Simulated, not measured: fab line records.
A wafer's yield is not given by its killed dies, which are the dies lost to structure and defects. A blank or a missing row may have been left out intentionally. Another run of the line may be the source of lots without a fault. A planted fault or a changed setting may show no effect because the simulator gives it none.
Chamber matching    flow n5-finfet    3 sister chambers for N5_BEOL_M2_DEP_57 on pecvd-04
The step deposits SiCN from 3MS/NH3, target thk 8 nm, time 14 s. 20 wafers are shown with their chamber, then 10 later ones without.

WAFERS, EACH WITH ITS CHAMBER
wafer   chamber  showerhead-plenum-p-Torr (Torr)  throttle-valve-pct (%)
L076.1  0        3.665                            9.2
L076.2  1        3.654                            8.5
L076.5  2        3.653                            8.6
L079.2  1        3.652                            8.8
L079.3  2        3.644                            8.9
L079.6  0        3.665                            8.9
L080.1  2        3.651                            9.0
L080.3  0        3.677                            9.2
L080.4  1        3.655                            8.9
L082.2  2        3.649                            8.9
L082.4  2        3.640                            9.0
L082.5  0        3.667                            9.3
L084.1  2        3.650                            8.8
L084.5  0        3.670                            9.0
L084.6  2        3.652                            8.6
L088.1  1        3.642                            8.7
L088.4  2        3.649                            8.9
L088.5  1        3.658                            8.7
L089.2  0        3.670                            9.2
L089.3  0        3.669                            9.3

SIGNATURES (means of the wafers above)
reading                   chamber 0  chamber 1  chamber 2  scatter within a chamber
showerhead-plenum-p-Torr  3.66900    3.65220    3.64850    0.00476
throttle-valve-pct        9.157      8.720      8.838      0.154
Rule: for each reading, subtract the chamber's mean from the wafer's reading, divide by that reading's scatter and square the result; add these up over the readings and take the root, which gives the wafer's distance from the chamber. The wafer belongs to the nearest chamber; if the next one is less than 2 further off, it can't be placed. How the scatter is found: for the shown wafers, subtract from each reading the mean of its chamber, square and add these, divide the total by (wafers less chambers), then take the root.

WAFERS WITHOUT THEIR CHAMBER
wafer   showerhead-plenum-p-Torr (Torr)  throttle-valve-pct (%)
L089.6  3.675                            9.1
L092.1  3.670                            9.1
L092.2  3.655                            8.8
L092.3  3.642                            8.8
L095.2  3.657                            8.4
L095.4  3.672                            9.2
L095.6  3.652                            8.9
L096.1  3.663                            8.9
L096.2  3.665                            9.1
L096.4  3.658                            8.6

WHICH CHAMBER EACH ONE RAN IN
wafer   from the rows above           in truth
L089.6  0                             0
L092.1  0                             0
L092.2  can't be placed: 1 or 2       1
L092.3  can't be placed: 2 or 1       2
L095.2  can't be placed: 1 or 2       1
L095.4  0                             0
L095.6  can't be placed: 2 or 1       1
L096.1  can't be placed: 0 or 1 or 2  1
L096.2  0                             0
L096.4  can't be placed: 1 or 2       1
4 of 10 placed correctly. From these rows, 6 cannot be placed; in 6 the true chamber is one of the candidates. 0 placed wrongly.
